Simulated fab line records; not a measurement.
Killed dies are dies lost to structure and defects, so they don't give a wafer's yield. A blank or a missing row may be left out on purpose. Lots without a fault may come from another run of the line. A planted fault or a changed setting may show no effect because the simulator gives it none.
A lot that was struck, set against a sound lot	flow nandHarc	17 steps out of a route of 1302
Sound: these wafers, L781.2, L781.4, L781.6. Wafers struck: L796.1, L796.2, L796.6. The cause is named last.
Each step with rows lists, per side, the tool, then ch with its chambers, then its first start. Under that, the readings that differ: sound wafers	struck wafers	difference of the means	sigmas: that difference in standard deviations of wafers without a fault.
alike: readings whose means differ by less than 2 such deviations, and words and numbers that are the same on both sides. not compared: withheld readings, readings that some wafer has no value for, bounds like >300 that may hide the same value, and numbers for which the record gives no deviation and whose values overlap.
A row with sigmas, a row that says differs or no value, or rows on one side alone: a step with any of these is where the two part. Numbers that don't overlap but have no deviation are shown without sigmas and don't part them. A reading missing from all wafers of one side parts the sides only when that side holds two or more wafers.

NHARC_P_GATE_CD_MEAS_46: target cd 720 nm.
  sound on cdSem-03 ch 0, day 5 16:02; struck on cdSem-02 ch 0, day 11 16:03
  alike: cdNm
then, 1 step without rows for these wafers: NHARC_P_GATE_HARDBAKE_47 (time 80 s).
NHARC_P_GATE_DESCUM_48: chemistry O2, time 3 s.
  sound on rieDiel-07 ch 0,1, day 5 16:12; struck on rieDiel-07 ch 1,2,3, day 11 16:14
  alike: drypumpMotorCurrentA, oesProductAu, rfVppV, showerheadPlenumPTorr, throttleValvePct
  not compared: rfHoursCounterH
next, for these wafers, 1 step has no rows: NHARC_P_GATE_IMPLANT_49.
NHARC_P_GATE_STRIP_111: strips in N2/H2, time 250 s.
  sound on plasmaAsher-01 ch 0,1, day 5 16:37; struck on plasmaAsher-01 ch 0,1, day 11 16:35
  alike: drypumpMotorCurrentA, heaterPowerW
  not compared: rfHoursCounterH
NHARC_P_GATE_STRIP_75: strips in O2.
  sound on plasmaAsher-01 ch 0,1, day 5 16:52; struck on plasmaAsher-01 ch 0,1, day 11 16:53
  alike: drypumpMotorCurrentA, heaterPowerW
  not compared: rfHoursCounterH
then, 6 steps without rows for these wafers: NHARC_P_GATE_STRIP_50 (strips in SPM, time 900 s); NHARC_P_GATE_DEHYDRATE_51 (time 120 s); NHARC_P_GATE_HMDS_52 (time 30 s); NHARC_P_GATE_COAT_53; NHARC_P_GATE_SOFTBAKE_54 (time 95 s); NHARC_P_GATE_EBR_55.
NHARC_P_GATE_EXPOSE_56: exposes mask P PSD, target cd 720 nm.
  sound on krfScanner-02 ch 0, day 5 17:31; struck on krfScanner-03 ch 0, day 11 17:39
reading	sound	struck	difference	sigmas
mask	P_PSD#0 P_PSD#0 P_PSD#0	P_PSD_R1#0 P_PSD_R1#0 P_PSD_R1#0	differs	
  alike: reticleTempC
then, 2 steps without rows for these wafers: NHARC_P_GATE_PEB_57 (peb time 85 s); NHARC_P_GATE_DEVELOP_58 (time 70 s).
NHARC_P_GATE_CD_MEAS_59: target cd 720 nm.
  sound on cdSem-03 ch 0, day 5 17:40; struck on cdSem-03 ch 0
reading	sound	struck	difference	sigmas
cdNm (nm)	718.6 720.7 720.6	688.7 686.2 684.6	-33.5	-17
  not compared: hold
-- jump in the record: it breaks off in module P_GATE and resumes in module END (first step shown: number 1302 of the route), and 20 days separate the struck wafers' starts before and after --
NHARC_END_SORT_01:
  the record has rows for the struck wafers here (prober-02 ch 0, day 31 21:08) and none for the sound ones

WHERE THEY PART
At NHARC_P_GATE_EXPOSE_56 first; at NHARC_END_SORT_01 last (within this record only).

WHY: whatever the simulator had introduced
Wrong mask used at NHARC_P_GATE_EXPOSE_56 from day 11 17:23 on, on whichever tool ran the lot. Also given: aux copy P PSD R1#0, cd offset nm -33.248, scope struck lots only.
